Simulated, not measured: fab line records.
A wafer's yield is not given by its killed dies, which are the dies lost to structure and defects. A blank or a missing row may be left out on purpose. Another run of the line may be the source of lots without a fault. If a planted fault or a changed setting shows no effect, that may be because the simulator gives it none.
Matching of chambers || flow nand_harc || cmp-04 running NHARC_A_M0_CMP_23: 4 sister chambers
The step polishes, t overpolish 20 s, target thk 113.75 nm. 4 wafers are shown with their chamber, then 12 later ones without.

## EACH WAFER AND ITS CHAMBER
{"wafer": "L081.6", "chamber": 0, "motor_current_A (A)": 12.0}
{"wafer": "L091.3", "chamber": 3, "motor_current_A (A)": 13.8}
{"wafer": "L093.3", "chamber": 2, "motor_current_A (A)": 11.4}
{"wafer": "L093.5", "chamber": 1, "motor_current_A (A)": 11.0}

## WAFERS MISSING THEIR CHAMBER
{"wafer": "L092.1", "motor_current_A (A)": 11.6}
{"wafer": "L092.5", "motor_current_A (A)": 12.0}
{"wafer": "L092.6", "motor_current_A (A)": 14.6}
{"wafer": "L094.1", "motor_current_A (A)": 14.8}
{"wafer": "L094.3", "motor_current_A (A)": 12.4}
{"wafer": "L094.6", "motor_current_A (A)": 11.3}
{"wafer": "L094.2", "motor_current_A (A)": 11.3}
{"wafer": "L094.4", "motor_current_A (A)": 11.1}
{"wafer": "L094.5", "motor_current_A (A)": 12.5}
{"wafer": "L097.2", "motor_current_A (A)": 11.2}
{"wafer": "L097.4", "motor_current_A (A)": 11.0}
{"wafer": "L097.5", "motor_current_A (A)": 14.1}

## WHICH CHAMBER EACH ONE RAN IN
{"wafer": "L092.1", "from the rows above": "can't be placed: 2 or 0 or 1", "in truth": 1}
{"wafer": "L092.5", "from the rows above": "can't be placed: 0 or 2", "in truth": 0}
{"wafer": "L092.6", "from the rows above": 3, "in truth": 3}
{"wafer": "L094.1", "from the rows above": 3, "in truth": 3}
{"wafer": "L094.3", "from the rows above": "can't be placed: 0 or 2", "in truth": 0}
{"wafer": "L094.6", "from the rows above": "can't be placed: 2 or 1 or 0", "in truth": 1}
{"wafer": "L094.2", "from the rows above": "can't be placed: 2 or 1 or 0", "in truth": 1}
{"wafer": "L094.4", "from the rows above": "can't be placed: 1 or 2 or 0", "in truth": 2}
{"wafer": "L094.5", "from the rows above": "can't be placed: 0 or 2 or 3", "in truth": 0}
{"wafer": "L097.2", "from the rows above": "can't be placed: 1 or 2 or 0", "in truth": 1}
{"wafer": "L097.4", "from the rows above": "can't be placed: 1 or 2", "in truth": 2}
{"wafer": "L097.5", "from the rows above": 3, "in truth": 3}
Placed correctly: 3 of 12. Can't be placed from these rows: 9 (the true chamber is among the candidates in 9). 0 placed wrongly.
How it was worked out, from the rows above alone: a wafer's distance from a chamber is the root of the sum, over the readings, of the square of ((its reading less the chamber's mean) divided by the reading's scatter). The wafer belongs to the nearest chamber; if the next one is less than 2 further off, it can't be placed. For every chamber, the mean is computed from those of its wafers that are shown. The scatter: with one shown wafer a chamber, the root of the mean of the squares of how far each hidden wafer lies from its nearest shown one.
